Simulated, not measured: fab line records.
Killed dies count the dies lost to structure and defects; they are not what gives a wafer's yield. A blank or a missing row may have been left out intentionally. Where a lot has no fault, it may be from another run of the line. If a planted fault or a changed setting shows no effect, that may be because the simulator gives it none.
One fault seen from 2 desks ; flow nand_harc ; every desk sees just its own numbers, and what lay behind them comes last

== THE DEFECT DESK ==
Counts from the inspections along the route, per lot, as means over the sampled wafers that have a number. Marked OUT: a lot whose mean sits more than 4 standard deviations from the usual mean, which makes it out of limits; the brackets give that distance.
Columns: A = raw_defect_count at NHARC_P_ZERO_WELL_INSPECT_43, usual 14
lot;first seen here;A
L581;day 2 03:55;13
L582;day 2 13:22;6
L584;day 3 09:35;18
L592;day 6 17:37;592 (+93) OUT
L594;day 7 13:53;613 (+97) OUT
L596;day 8 09:42;5
L599;day 9 15:19;23
L600;day 10 01:26;15
L601;day 10 15:35;13
L602;day 10 21:28;14
L603;day 11 07:42;16
L604;day 11 18:35;17
This desk finds L592, L594 out of limits, L592 being first, at day 6 17:37 (raw_defect_count at NHARC_P_ZERO_WELL_INSPECT_43). In limits: L581, L582, L584, L596, L599, L600, L601, L602, L603, L604.

== METROLOGY DESK ==
What the gauges read, lot by lot, whatever tool the lot ran on: means of the sampled wafers that have a number. Marked OUT: a lot whose mean sits more than 4 standard deviations from the usual mean, which makes it out of limits; the brackets give that distance.
Columns: A = overlay_x_nm at NHARC_P_STI_OVL_MEAS_10, usual 1 nm; B = overlay_y_nm at NHARC_P_STI_OVL_MEAS_10, usual -1 nm
lot;first seen here;A;B
L581;day 3 02:18;2;-4
L582;day 3 10:47;-6;8
L584;day 4 03:44;3;9
L592;day 7 14:55;6;-10
L594;day 8 05:11;2;3
L596;day 9 00:14;5;-4
L599;day 10 07:22;13;1
L600;day 10 20:43;2;2
L601;day 11 07:29;-3;0
L602;day 11 13:43;10;1
L603;day 12 00:05;6;-5
L604;day 12 09:03;4;-5
This desk found nothing out of limits on any of the 12 lots.

== TAKEN TOGETHER ==
The defect desk could have raised an alarm at day 6 17:37, on L592, L594.
Metrology desk: nothing out of limits seen.
The metrology desk holds a record of L592, L594, inside its limits.
Of the lots named, all ran NHARC_P_ZERO_WELL_PECVD_02 on pecvd-02.

== WHAT WAS PUT IN BY THE SIMULATOR ==
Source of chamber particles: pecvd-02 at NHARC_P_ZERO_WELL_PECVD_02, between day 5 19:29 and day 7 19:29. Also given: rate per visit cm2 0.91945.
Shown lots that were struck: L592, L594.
Hours from the fault's start to each desk's first reading out of limits: the defect desk, 22.
